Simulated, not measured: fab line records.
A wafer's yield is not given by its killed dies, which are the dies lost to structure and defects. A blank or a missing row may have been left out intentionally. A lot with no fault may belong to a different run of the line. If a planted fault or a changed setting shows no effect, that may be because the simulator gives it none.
A struck lot beside a sound one	flow n5Finfet	37 out of 1938 route steps
Sound: these wafers, L917.1, L917.4, L917.5. Struck: wafer L926.6 (left out: L926.2, L926.4 of the same lot, which were not struck); the cause appears at the end.
Each step with rows lists, per side, the tool, then ch with its chambers, then its first start. Under that, the readings that differ: sound wafers	struck wafers	difference of the means	sigmas: that difference in standard deviations of wafers without a fault.
alike: words and numbers the same on both sides, and readings whose means are apart by under 2 such deviations; not compared: readings that were withheld, readings missing a value for some wafer, numbers with overlapping values and no deviation given by the record, and bounds like >300 which may hide the same value.
Wherever a step has rows on one side only, a row that says differs or no value, or a row with sigmas, the two part there. Numbers that don't overlap but have no deviation are shown without sigmas and don't part them. A reading missing from all wafers of one side parts the sides only when that side holds two or more wafers.

first, 11 steps without rows for these wafers: N5_BEOL_M10_ETCH_65 (etches SiARC in CF4, target depth 39 nm, time 65 s); N5_BEOL_M10_ETCH_66 (etches SOC in N2/H2, target depth 120 nm, overetch 24 nm, time 180 s); N5_BEOL_M10_STRIP_69 (strips in N2/H2); N5_BEOL_M10_VIA_ETCH_34 (etches SiCOH lowk in C4F6/O2, target depth 184.5 nm, time 69.2 s); N5_BEOL_M10_STRIP_73 (strips in C4F6/O2); N5_BEOL_M10_STRIP_36 (strips in N2/H2); N5_BEOL_M10_TRENCH_ETCH_37 (etches SiCOH lowk in C4F6/O2, target depth 148.83 nm, time 48 s); N5_BEOL_M10_ETCH_41 (etches SiCN in CH3F/O2, target depth 42.6 nm, time 86 s); N5_BEOL_M10_STRIP_77 (strips in N2/H2, time 10 s); N5_BEOL_M10_HM_STRIP_39 (strips TiN in peroxide tin strip, target depth 25 nm, time 158 s); N5_BEOL_M10_SRD_40 (time 30 s).
N5_BEOL_M10_PRECLEAN_42: cleans in residue remover, time 60 s.
  sound on wetBench-03 ch 5,6,7, day 11 13:13; struck on wetBench-04 ch 4,5,6, day 13 21:40
then, 24 steps without rows for these wafers: N5_BEOL_M10_SRD_43 (time 30 s); N5_BEOL_M10_CURE_72 (cures SiCOH lowk, time 120 s); N5_BEOL_M10_DEGAS_44 (time 60 s); N5_BEOL_M10_PRE_CLEAN_45 (time 30 s); N5_BEOL_M10_ALD_74 (deposits TaN, target thk 2 nm, pulse time 2 s, purge time 3 s); N5_BEOL_M10_SURFACE_TREAT_76; N5_BEOL_M10_CVD_75 (deposits Co from CCTBA/H2, target thk 2 nm, time 138.9 s); N5_BEOL_M10_SPUTTER_48 (material Cu, target thk 12 nm, time 2 s); N5_BEOL_M10_ECD_50 (material Cu, target thk 318 nm); N5_BEOL_M10_ANNEAL_51 (time 90 s); N5_BEOL_M10_CMP_52 (polishes, stops on SiCOH lowk, t overpolish 7 s, target thk 140 nm); N5_BEOL_M10_PRE_CLEAN_55 (time 15 s); N5_BEOL_M10_DEP_56 (deposits SiCN from 3MS/NH3, target thk 15 nm, time 26.5 s); N5_BEOL_M11_ILD_DEP_00 (deposits SiCOH lowk from DEMS/porogen, target thk 308.51 nm, time 58 s); N5_BEOL_M11_CURE_71 (cures SiCOH lowk, time 240 s); N5_BEOL_M11_PECVD_70 (deposits SiO2 from TEOS/O2, target thk 20 nm, time 22.7 s); N5_BEOL_M11_HM_DEP_02 (deposits TiN, target thk 20 nm); N5_BEOL_M11_COAT_59 (time 60 s, resist thk 100 nm); N5_BEOL_M11_COAT_60 (time 60 s, resist thk 30 nm); N5_BEOL_M11_COAT_05 (resist thk 90 nm); N5_BEOL_M11_EBR_07; N5_BEOL_M11_SOFTBAKE_06 (time 60 s); N5_BEOL_M11_EXPOSE_08 (exposes mask M11); N5_BEOL_M11_PEB_09 (peb time 60 s).
N5_PASSIVATION_PROBE_49:
  record: rows for the struck wafers here (prober-02, day 15 19:49), none for the sound ones

## WHERE THEY PART
Within this record, at N5_PASSIVATION_PROBE_49 only.

WHY: what had been put in by the simulator
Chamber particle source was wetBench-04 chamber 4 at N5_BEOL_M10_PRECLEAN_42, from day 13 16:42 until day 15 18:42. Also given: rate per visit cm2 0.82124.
